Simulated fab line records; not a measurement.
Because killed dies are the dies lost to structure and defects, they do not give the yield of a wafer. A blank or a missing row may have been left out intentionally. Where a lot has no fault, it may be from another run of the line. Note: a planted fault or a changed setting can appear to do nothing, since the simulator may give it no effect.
Which tool is to blame? | flow n5 finfet | Sampling: 9 lots, 27 wafers, 5 of 1938 route steps

## WHAT EACH GAUGE READ, for each wafer
N5_BEOL_M2_CD_MEAS_18: pitch 36 nm, target cd 18 nm. Usual: cd nm 18.1 nm, standard deviation 0.41.
lot  | measured     | on        | cd nm (nm)     | flag
L215 | day 6 12:36  | cd sem-01 | 19.3 17.6 18.5 |
L217 | day 7 16:22  | cd sem-02 | 17.4 18.4 17.7 |
L219 | day 7 17:00  | cd sem-03 | 18.1 17.9 18.2 |
L225 | day 9 04:47  | cd sem-01 | 17.9 18.9 18.3 |
L230 | day 10 10:16 | cd sem-02 | 17.7 18.6 17.8 |
L231 | day 10 10:40 | cd sem-02 | 17.6 18.3 17.6 |
L232 | day 10 23:07 | cd sem-01 | 18.4 17.7 18.1 |
L234 | day 11 06:08 | cd sem-01 | 17.9 18.1 18.4 |
L236 | day 11 18:16 | cd sem-01 | 17.8 18.7 18.0 |

N5_BEOL_M4_RC_MEAS_101. Usual: DIBL_N 37.3 mV/V, standard deviation 2.3; DIBL_P 37.4 mV/V, standard deviation 2.9; IOFF_N 0.18 nA/um, standard deviation 0.045; IOFF_P 0.25 nA/um, standard deviation 0.054; ION_N 679 uA/um, standard deviation 15; ION_P 468 uA/um, standard deviation 9.7; SS_N 71.8 mV/dec, standard deviation 0.62; SS_P 73.6 mV/dec, standard deviation 0.76; VT_N 248 mV, standard deviation 4.1; VT_P -248 mV, standard deviation 3.6.
lot  | measured     | on        | DIBL_N (mV/V)  | DIBL_P (mV/V)  | IOFF_N (nA/um) | IOFF_P (nA/um) | ION_N (uA/um) | ION_P (uA/um) | SS_N (mV/dec)  | SS_P (mV/dec)  | VT_N (mV)   | VT_P (mV)      | flag
L215 | day 7 19:43  | prober-02 | 40.0 36.8 42.1 | 39.1 35.1 40.9 | 0.22 0.16 0.27 | 0.33 0.23 0.35 | 686 680 691   | 470 469 472   | 71.7 71.4 72.3 | 73.7 73.0 74.2 | 242 249 243 | -242 -248 -241 |
L217 | day 8 21:56  | prober-02 | 33.6 32.9 37.0 | 32.9 33.4 36.0 | 0.12 0.12 0.18 | 0.20 0.20 0.24 | 655 667 675   | 456 469 464   | 71.0 70.7 71.3 | 73.3 72.9 73.5 | 252 255 247 | -247 -248 -249 |
L219 | day 8 22:00  | prober-01 | 36.8 38.7 37.2 | 36.0 38.6 37.3 | 0.17 0.21 0.18 | 0.23 0.28 0.26 | 683 687 692   | 464 473 480   | 71.3 72.1 71.9 | 73.0 74.0 74.4 | 251 247 248 | -249 -245 -245 |
L225 | day 10 19:53 | prober-01 | 36.9 32.6 36.2 | 38.9 32.7 38.4 | 0.18 0.11 0.19 | 0.25 0.16 0.25 | 673 675 692   | 462 461 472   | 72.5 70.8 72.3 | 73.3 72.4 73.1 | 247 258 246 | -249 -254 -246 |
L230 | day 11 22:19 | prober-01 | 41.3 36.2 35.9 | 41.0 35.4 33.3 | 0.29 0.17 0.14 | 0.34 0.23 0.19 | 697 689 667   | 476 479 455   | 71.5 71.1 71.7 | 74.8 73.6 72.6 | 239 246 251 | -244 -246 -250 |
L231 | day 12 05:07 | prober-02 | 33.5 32.0 35.5 | 34.4 33.1 35.0 | 0.14 0.13 0.16 | 0.20 0.19 0.21 | 669 679 652   | 463 468 450   | 70.6 70.6 71.8 | 73.1 72.6 73.5 | 251 249 251 | -249 -250 -253 |
L232 | day 12 06:49 | prober-01 | 38.4 36.5 37.4 | 39.6 37.6 38.9 | 0.22 0.18 0.21 | 0.29 0.25 0.28 | 672 695 703   | 459 473 474   | 73.0 71.3 71.7 | 74.3 74.1 74.2 | 248 248 245 | -246 -246 -244 |
L234 | day 12 10:40 | prober-02 | 39.6 41.1 36.8 | 38.4 40.5 33.9 | 0.19 0.23 0.14 | 0.25 0.32 0.17 | 683 682 653   | 464 467 449   | 71.9 73.4 71.7 | 74.1 74.8 72.3 | 248 246 255 | -251 -244 -253 |
L236 | day 13 07:53 | prober-02 | 40.7 35.8 39.5 | 41.8 35.6 41.2 | 0.23 0.14 0.22 | 0.30 0.20 0.28 | 679 662 677   | 467 462 464   | 72.8 71.7 73.2 | 73.9 73.1 74.6 | 244 252 246 | -248 -252 -249 |

## EACH LOT AND THE TOOL THAT RAN IT (in order: tool; ch and the chambers of the sampled wafers; start)
lot  | N5_BEOL_M2_DESCUM_33               | N5_BEOL_M2_ETCH_77                 | N5_BEOL_M2_ETCH_70
L215 | rie diel-04 ch 0,2, day 6 13:03    | rie diel-04 ch 0,2, day 6 13:05    | rie diel-06 ch 1,2, day 6 15:25
L217 | rie diel-02 ch 0,1,3, day 7 16:56  | rie diel-02 ch 0,1,3, day 7 16:58  | rie diel-02 ch 0,3, day 7 18:42
L219 | rie diel-04 ch 2,3, day 7 17:34    | rie diel-04 ch 2,3, day 7 17:36    | rie diel-02 ch 0,1, day 7 20:37
L225 | rie diel-06 ch 1,2,3, day 9 05:24  | rie diel-06 ch 1,2,3, day 9 05:26  | rie diel-02 ch 0,1,3, day 9 10:16
L230 | rie diel-06 ch 1,3, day 10 10:43   | rie diel-06 ch 1,3, day 10 10:45   | rie diel-02 ch 0,2, day 10 12:34
L231 | rie diel-04 ch 0,1, day 10 11:06   | rie diel-04 ch 0,1, day 10 11:08   | rie diel-04 ch 1,2,3, day 10 17:13
L232 | rie diel-04 ch 1,2,3, day 10 23:41 | rie diel-04 ch 1,2,3, day 10 23:43 | rie diel-06 ch 0,1,3, day 11 00:45
L234 | rie diel-02 ch 2,3, day 11 06:37   | rie diel-02 ch 2,3, day 11 06:39   | rie diel-04 ch 0,2, day 11 12:58
L236 | rie diel-02 ch 1,2,3, day 11 18:43 | rie diel-02 ch 1,2,3, day 11 18:46 | rie diel-06 ch 1,3, day 11 19:23
- N5_BEOL_M2_DESCUM_33: chemistry O2, time 7 s.
- N5_BEOL_M2_ETCH_77: etches underlayer in N2/H2, target depth 6.5 nm, time 5.2 s.
- N5_BEOL_M2_ETCH_70: etches SOC in N2/H2, target depth 80 nm, overetch 24 nm, time 130 s.

## AS READ BY THE TOOLS THEMSELVES (means over the sampled wafers that have a number; for cases with no such wafer, the mark the record gives instead)
N5_BEOL_M2_DESCUM_33. Usual: drypump motor current A 5.6 A (standard deviation 0.42); o2 flow sccm 225.0 sccm (standard deviation 0.67); oes product au 0.76 a.u. (standard deviation 0.064); rf vpp V 242.8 V (standard deviation 1.4); showerhead plenum p Torr 2.07 Torr (standard deviation 0.074); temp c 40.02 C (standard deviation 0.11); throttle valve pct 20.47 % (standard deviation 0.16).
lot  | tool        | drypump motor current A (A) | o2 flow sccm (sccm) | oes product au (a.u.) | rf vpp V (V) | showerhead plenum p Torr (Torr) | temp c (C) | throttle valve pct (%) | flag
L215 | rie diel-04 | 6.1                         | 224.9               | 0.73                  | 243.9        | 2.15                            | 40.03      | 20.50                  |
L217 | rie diel-02 | 5.6                         | 224.3               | 0.77                  | 242.1        | 2.06                            | 39.97      | 20.33                  |
L219 | rie diel-04 | 5.8                         | 225.2               | 0.73                  | 243.0        | 2.05                            | 40.00      | 20.42                  |
L225 | rie diel-06 | 5.7                         | 225.5               | 0.82                  | 241.7        | 2.04                            | 39.91      | 20.48                  |
L230 | rie diel-06 | 5.9                         | 224.6               | 0.85                  | 242.5        | 2.02                            | 40.10      | 20.41                  |
L231 | rie diel-04 | 5.8                         | 224.9               | 0.73                  | 244.2        | 2.11                            | 40.07      | 20.62                  |
L232 | rie diel-04 | 5.5                         | 225.5               | 0.73                  | 242.6        | 2.02                            | 39.91      | 20.55                  |
L234 | rie diel-02 | 4.9                         | 224.9               | 0.75                  | 243.2        | 2.12                            | 40.07      | 20.48                  |
L236 | rie diel-02 | 5.2                         | 224.5               | 0.74                  | 243.1        | 2.05                            | 40.05      | 20.41                  |

N5_BEOL_M2_ETCH_77. Usual: drypump motor current A 5.6 A, standard deviation 0.42; etch rf on time s 5.20 s, standard deviation 0.18; oes product au 0.65 a.u., standard deviation 0.062; rf vpp V 523.3 V, standard deviation 2.6; showerhead plenum p Torr 2.51 Torr, standard deviation 0.084; throttle valve pct 17.91 %, standard deviation 0.29.
lot  | tool        | drypump motor current A (A) | etch rf on time s (s) | oes product au (a.u.) | rf vpp V (V) | showerhead plenum p Torr (Torr) | throttle valve pct (%) | flag
L215 | rie diel-04 | 6.1                         | 5.25                  | 0.61                  | 524.8        | 2.59                            | 17.84                  |
L217 | rie diel-02 | 5.6                         | 5.16                  | 0.66                  | 523.4        | 2.51                            | 17.82                  |
L219 | rie diel-04 | 5.8                         | 5.17                  | 0.62                  | 522.6        | 2.47                            | 17.62                  |
L225 | rie diel-06 | 5.7                         | 5.31                  | 0.70                  | 522.4        | 2.50                            | 18.04                  |
L230 | rie diel-06 | 6.0                         | 5.20                  | 0.73                  | 522.0        | 2.47                            | 17.94                  |
L231 | rie diel-04 | 5.8                         | 3.26                  | 0.81                  | 523.5        | 2.57                            | 18.16                  | OFF
L232 | rie diel-04 | 5.6                         | 3.27                  | 0.82                  | 520.0        | 2.44                            | 17.96                  | OFF
L234 | rie diel-02 | 4.9                         | 5.26                  | 0.64                  | 525.4        | 2.58                            | 18.01                  |
L236 | rie diel-02 | 5.2                         | 5.23                  | 0.63                  | 524.1        | 2.51                            | 17.92                  |

N5_BEOL_M2_ETCH_70. Usual: drypump motor current A 5.6 A, standard deviation 0.4; oes product au 0.57 a.u., standard deviation 0.054; rf vpp V 523.1 V, standard deviation 2.2; showerhead plenum p Torr 2.51 Torr, standard deviation 0.077; temp c 40.00 C, standard deviation 0.12; throttle valve pct 17.88 %, standard deviation 0.26.
lot  | tool        | drypump motor current A (A) | oes product au (a.u.) | rf vpp V (V) | showerhead plenum p Torr (Torr) | temp c (C) | throttle valve pct (%) | flag
L215 | rie diel-06 | 5.7                         | 0.60                  | 523.3        | 2.54                            | 39.96      | 18.16                  |
L217 | rie diel-02 | 5.7                         | 0.56                  | 523.9        | 2.58                            | 40.03      | 17.80                  |
L219 | rie diel-02 | 5.7                         | 0.52                  | 521.9        | 2.48                            | 39.96      | 17.62                  |
L225 | rie diel-02 | 5.6                         | 0.56                  | 523.5        | 2.51                            | 40.11      | 17.80                  |
L230 | rie diel-02 | 5.5                         | 0.53                  | 525.4        | 2.62                            | 39.91      | 17.76                  |
L231 | rie diel-04 | 5.5                         | 0.54                  | 522.1        | 2.44                            | 40.07      | 17.85                  |
L232 | rie diel-06 | 5.8                         | 0.64                  | 521.8        | 2.48                            | 39.95      | 17.79                  |
L234 | rie diel-04 | 6.1                         | 0.51                  | 524.6        | 2.58                            | 40.00      | 17.86                  |
L236 | rie diel-06 | 5.7                         | 0.61                  | 521.3        | 2.46                            | 40.03      | 17.85                  |

## THE ANSWER, worked out from the rows above alone
Rule: a lot is off if the mean of its wafers that have a number lies more than 3 standard deviations from the usual mean. A lot without any number at a reading at which 4 lots or more have one is off too. Any other lot the step has rows for is counted as sound. The gauges are gone through in route order, then the tools' own readings, and for those a lot's mean is taken as printed above. The first step at which some lot is off is used, and at that step the reading that is off furthest; a lot without a number counts as furthest.
Off: L231, L232, at N5_BEOL_M2_ETCH_77 (etch rf on time s).
A tool fits if, at that step or a process step before it, it ran every lot that is off, and no sound lot after the first of them. One fits: N5_BEOL_M2_DESCUM_33 and N5_BEOL_M2_ETCH_77 on rie diel-04. At N5_BEOL_M2_DESCUM_33 its last sound lot is L219 (day 7 17:34), its first lot that is off L231 (day 10 11:06): a fault that began between those two fits.

## WHAT HAD BEEN PUT IN BY THE SIMULATOR
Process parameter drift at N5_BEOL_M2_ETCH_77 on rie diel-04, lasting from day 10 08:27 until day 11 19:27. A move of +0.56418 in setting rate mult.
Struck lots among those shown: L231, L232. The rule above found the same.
